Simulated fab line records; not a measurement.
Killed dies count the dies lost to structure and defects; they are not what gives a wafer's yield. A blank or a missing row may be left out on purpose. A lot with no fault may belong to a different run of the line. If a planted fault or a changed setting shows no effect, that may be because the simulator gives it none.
Which of the tools did it?    flow n5 finfet    24 lots, 72 wafers sampled, at 4 steps of a route of 1938

WHAT THE GAUGES SHOWED, per wafer
N5_BEOL_M8_RS_MEAS_57: measures by four-point-probe. Usual: M8_RS gives 0.283 ohm/sq (standard deviation 0.0091).
lot   measured      on             M8_RS (ohm/sq)     flag
L075  day 10 14:13  film metro-01  0.273 0.280 0.272  
L074  day 10 16:05  film metro-02  0.274 0.285 0.281  
L076  day 11 02:05  film metro-01  0.279 0.276 0.283  
L080  day 11 10:35  film metro-02  0.284 0.277 0.276  
L078  day 11 11:02  film metro-02  0.263 0.278 0.275  
L077  day 11 11:27  film metro-02  0.280 0.277 0.282  
L079  day 11 21:28  film metro-02  0.282 0.277 0.294  
L081  day 12 15:31  film metro-01  0.277 0.268 0.281  
L082  day 12 16:28  film metro-02  0.289 0.294 0.263  
L083  day 13 06:31  film metro-02  0.275 0.274 0.281  
L084  day 13 06:55  film metro-01  0.282 0.284 0.282  
L086  day 14 08:19  film metro-02  0.277 0.287 0.282  
L085  day 14 09:23  film metro-01  0.287 0.284 0.281  
L088  day 14 11:55  film metro-02  0.293 0.304 0.301  
L087  day 14 20:29  film metro-02  0.286 0.291 0.292  
L089  day 14 22:43  film metro-02  0.306 0.297 0.278  
L093  day 14 23:23  film metro-02  0.297 0.303 0.278  
L091  day 15 06:54  film metro-02  0.280 0.269 0.274  
L090  day 15 08:54  film metro-01  0.288 0.289 0.277  
L095  day 15 15:34  film metro-02  0.298 0.281 0.298  
L094  day 15 16:04  film metro-02  0.285 0.279 0.283  
L092  day 15 17:54  film metro-01  0.262 0.295 0.268  
L096  day 16 21:05  film metro-01  0.286 0.280 0.279  
L097  day 17 16:05  film metro-02  0.274 0.291 0.285  

EACH LOT AND THE TOOL THAT RAN IT (in order: tool; ch and the chambers of the sampled wafers; start)
lot   N5_BEOL_M8_ETCH_72                  N5_BEOL_M8_DEGAS_44           N5_BEOL_M8_CMP_52
L075  rie diel-01 ch 0,1, day 10 10:11    pvd sputter-01, day 10 11:12  cmp-04 ch 0,1,3, day 10 13:47
L074  rie diel-03 ch 1,2, day 10 10:35    pvd sputter-01, day 10 13:41  cmp-02 ch 0,2, day 10 15:40
L076  rie diel-04 ch 0,3, day 10 23:07    pvd sputter-02, day 11 00:12  cmp-04 ch 2,3, day 11 01:40
L080  rie diel-04 ch 0,2,3, day 11 05:38  pvd sputter-01, day 11 06:50  cmp-03 ch 2,3, day 11 10:12
L078  rie diel-04 ch 0,1, day 11 06:02    pvd sputter-01, day 11 09:05  cmp-03 ch 1,3, day 11 10:40
L077  rie diel-01 ch 1,2,3, day 11 06:02  pvd sputter-01, day 11 09:45  cmp-03 ch 0,1, day 11 10:59
L079  rie diel-04 ch 0,2,3, day 11 18:28  pvd sputter-02, day 11 19:46  cmp-02 ch 0,1, day 11 21:02
L081  rie diel-04 ch 1,3, day 12 11:25    pvd sputter-03, day 12 12:22  cmp-03 ch 0,1,3, day 12 15:10
L082  rie diel-03 ch 0,1,3, day 12 13:54  pvd sputter-02, day 12 14:50  cmp-03 ch 1,2,3, day 12 16:02
L083  rie diel-01 ch 0,2, day 12 23:52    pvd sputter-01, day 13 01:04  cmp-04 ch 0,1,2, day 13 06:10
L084  rie diel-01 ch 0,2, day 13 00:16    pvd sputter-01, day 13 01:49  cmp-02 ch 2,3, day 13 06:31
L086  rie diel-01 ch 0,1,3, day 14 05:03  pvd sputter-01, day 14 06:00  cmp-03 ch 1,2,3, day 14 07:53
L085  rie diel-01 ch 1,2, day 14 05:51    pvd sputter-01, day 14 06:46  cmp-03 ch 0,1,3, day 14 08:57
L088  rie diel-03 ch 0,3, day 14 08:06    pvd sputter-03, day 14 09:25  cmp-03 ch 0,1,2, day 14 11:32
L087  rie diel-04 ch 0,3, day 14 16:52    pvd sputter-03, day 14 17:59  cmp-04 ch 0,2,3, day 14 20:08
L089  rie diel-03 ch 0,2,3, day 14 19:25  pvd sputter-01, day 14 20:44  cmp-02 ch 0,1,3, day 14 22:20
L093  rie diel-03 ch 0,2,3, day 14 19:49  pvd sputter-03, day 14 20:56  cmp-02 ch 1,3, day 14 22:44
L091  rie diel-04 ch 0,3, day 15 02:53    pvd sputter-03, day 15 03:54  cmp-03 ch 1,2,3, day 15 06:31
L090  rie diel-03 ch 0,1, day 15 04:24    pvd sputter-03, day 15 05:59  cmp-04 ch 1,2, day 15 08:31
L095  rie diel-04 ch 2,3, day 15 11:49    pvd sputter-02, day 15 13:49  cmp-04 ch 0,1,3, day 15 15:11
L094  rie diel-01 ch 0,2,3, day 15 13:17  pvd sputter-02, day 15 14:13  cmp-02 ch 0,1,2, day 15 15:41
L092  rie diel-03 ch 0,1, day 15 13:22    pvd sputter-02, day 15 14:17  cmp-03 ch 0,1,3, day 15 17:35
L096  rie diel-01 ch 1,2, day 16 14:26    pvd sputter-03, day 16 15:52  cmp-02 ch 0,1,3, day 16 20:47
L097  rie diel-03 ch 2,3, day 17 11:27    pvd sputter-03, day 17 12:31  cmp-02 ch 0,1,3, day 17 15:44
- N5_BEOL_M8_ETCH_72: etches underlayer in N2/H2, target depth 6.5 nm, time 5.2 s.
- N5_BEOL_M8_DEGAS_44: time 60 s.
- N5_BEOL_M8_CMP_52: polishes, stops on SiCOH lowk, t overpolish 6.9 s, target thk 80 nm.

AS READ BY THE TOOLS THEMSELVES (means over the sampled wafers that have a number; for cases with no such wafer, the mark the record gives instead)
N5_BEOL_M8_ETCH_72. Usual: value, then standard deviation, for each; bias w 150.0 W / 0.37; drypump motor current A 5.5 A / 0.4; etch rf on time s 5.15 s / 0.14; oes product au 0.70 a.u. / 0.059; rf vpp V 524 V / 3.3; showerhead plenum p Torr 2.56 Torr / 0.1; throttle valve pct 17.78 % / 0.22.
lot   tool         bias w (W)  drypump motor current A (A)  etch rf on time s (s)  oes product au (a.u.)  rf vpp V (V)  showerhead plenum p Torr (Torr)  throttle valve pct (%)  flag
L075  rie diel-01  150.2       5.4                          5.13                   0.74                   523           2.52                             17.70                   
L074  rie diel-03  150.2       5.4                          4.99                   0.72                   525           2.60                             17.61                   
L076  rie diel-04  150.2       5.3                          5.07                   0.79                   524           2.55                             17.69                   
L080  rie diel-04  149.9       5.4                          5.22                   0.74                   525           2.58                             17.65                   
L078  rie diel-04  149.9       5.6                          5.16                   0.76                   523           2.47                             17.78                   
L077  rie diel-01  150.0       5.4                          5.09                   0.78                   527           2.63                             17.66                   
L079  rie diel-04  149.8       5.5                          5.15                   0.73                   525           2.58                             17.65                   
L081  rie diel-04  149.7       6.1                          5.09                   0.73                   527           2.62                             18.01                   
L082  rie diel-03  150.7       5.4                          5.23                   0.67                   525           2.59                             17.69                   
L083  rie diel-01  150.0       5.8                          5.05                   0.78                   527           2.62                             17.79                   
L084  rie diel-01  149.9       5.6                          5.08                   0.74                   523           2.55                             17.78                   
L086  rie diel-01  150.4       5.2                          5.18                   0.71                   525           2.54                             17.68                   
L085  rie diel-01  150.2       5.5                          5.09                   0.74                   526           2.63                             17.75                   
L088  rie diel-03  149.9       5.4                          5.41                   0.62                   524           2.59                             17.78                   
L087  rie diel-04  150.4       5.6                          5.18                   0.73                   526           2.62                             17.84                   
L089  rie diel-03  150.2       5.5                          5.34                   0.62                   523           2.51                             17.90                   
L093  rie diel-03  149.8       5.5                          5.32                   0.61                   524           2.51                             17.90                   
L091  rie diel-04  150.2       5.6                          5.14                   0.72                   526           2.61                             17.84                   
L090  rie diel-03  150.3       5.4                          5.25                   0.64                   523           2.51                             17.75                   
L095  rie diel-04  150.0       5.6                          5.30                   0.67                   525           2.59                             17.67                   
L094  rie diel-01  149.8       5.5                          5.12                   0.72                   525           2.57                             17.75                   
L092  rie diel-03  150.1       5.4                          5.04                   0.67                   526           2.58                             17.63                   
L096  rie diel-01  149.7       5.5                          5.02                   0.71                   526           2.62                             17.77                   
L097  rie diel-03  149.6       5.5                          5.18                   0.61                   522           2.50                             18.02                   

N5_BEOL_M8_DEGAS_44. Usual: heater power w at 325 W, with a standard deviation of 29.
lot   tool            heater power w (W)  flag
L075  pvd sputter-01  306                 
L074  pvd sputter-01  305                 
L076  pvd sputter-02  347                 
L080  pvd sputter-01  313                 
L078  pvd sputter-01  299                 
L077  pvd sputter-01  318                 
L079  pvd sputter-02  351                 
L081  pvd sputter-03  334                 
L082  pvd sputter-02  359                 
L083  pvd sputter-01  330                 
L084  pvd sputter-01  299                 
L086  pvd sputter-01  307                 
L085  pvd sputter-01  306                 
L088  pvd sputter-03  314                 
L087  pvd sputter-03  355                 
L089  pvd sputter-01  310                 
L093  pvd sputter-03  327                 
L091  pvd sputter-03  339                 
L090  pvd sputter-03  311                 
L095  pvd sputter-02  353                 
L094  pvd sputter-02  342                 
L092  pvd sputter-02  326                 
L096  pvd sputter-03  321                 
L097  pvd sputter-03  312                 

N5_BEOL_M8_CMP_52. Usual: barrier field endpoint s 28.8 s, standard deviation 0.82; head pressure psi 1.0001 psi, standard deviation 0.0022; motor current A 5.8 A, standard deviation 0.35; overpolish run s 6.902 s, standard deviation 0.0097; slurry flow ml min 149.9, standard deviation 0.44; time to endpoint s 63 s, standard deviation 4.
lot   tool    barrier field endpoint s (s)  head pressure psi (psi)  motor current A (A)  overpolish run s (s)  slurry flow ml min  time to endpoint s (s)  flag
L075  cmp-04  29.4                          1.0011                   5.8                  6.904                 149.8               66                      
L074  cmp-02  28.6                          1.0007                   5.8                  6.902                 149.8               60                      
L076  cmp-04  29.1                          1.0015                   5.9                  6.904                 150.0               67                      
L080  cmp-03  30.1                          0.9983                   5.5                  6.903                 149.6               66                      
L078  cmp-03  29.0                          0.9982                   5.6                  6.901                 149.7               63                      
L077  cmp-03  29.1                          0.9999                   5.9                  6.904                 149.9               63                      
L079  cmp-02  29.3                          0.9998                   5.8                  6.899                 150.0               64                      
L081  cmp-03  28.9                          1.0005                   5.7                  6.892                 150.3               64                      
L082  cmp-03  29.8                          1.0023                   6.0                  6.900                 150.3               68                      
L083  cmp-04  29.0                          0.9997                   5.5                  6.897                 149.9               61                      
L084  cmp-02  27.7                          1.0020                   5.8                  6.905                 149.7               55                      
L086  cmp-03  28.7                          0.9978                   5.7                  6.907                 150.3               63                      
L085  cmp-03  28.7                          1.0020                   5.8                  6.900                 149.9               64                      
L088  cmp-03  29.2                          0.9988                   5.9                  6.902                 150.1               62                      
L087  cmp-04  28.8                          1.0013                   5.8                  6.901                 149.7               62                      
L089  cmp-02  28.7                          1.0009                   5.8                  6.908                 149.6               64                      
L093  cmp-02  28.4                          0.9998                   5.8                  6.897                 149.8               63                      
L091  cmp-03  29.0                          0.9996                   5.8                  6.896                 150.0               64                      
L090  cmp-04  30.1                          1.0014                   5.4                  6.907                 150.2               65                      
L095  cmp-04  28.9                          1.0011                   5.9                  6.903                 150.2               61                      
L094  cmp-02  27.2                          0.9965                   5.8                  6.905                 150.1               57                      
L092  cmp-03  28.9                          1.0003                   5.8                  6.901                 150.0               64                      
L096  cmp-02  28.4                          1.0001                   5.9                  6.905                 149.7               64                      
L097  cmp-02  28.5                          1.0008                   5.7                  6.898                 150.1               64                      

THE ANSWER, worked out from the rows above alone
Rule: take the mean of a lot's wafers that have a number; if it is more than 3 standard deviations from the usual mean, the lot is off. Also off: a lot with no number at a reading for which 4 or more lots have one. Where the step has rows for the other lots, those lots are counted as sound. Order of review: gauges by route order, followed by the tools' own readings, for which a lot's mean as printed above is used. The first step at which some lot is off is used, and at that step the reading that is off furthest; a lot without a number counts as furthest.
No lot is off on any of the readings shown, so nothing can be concluded from this.

WHAT THE SIMULATOR HAD INSERTED
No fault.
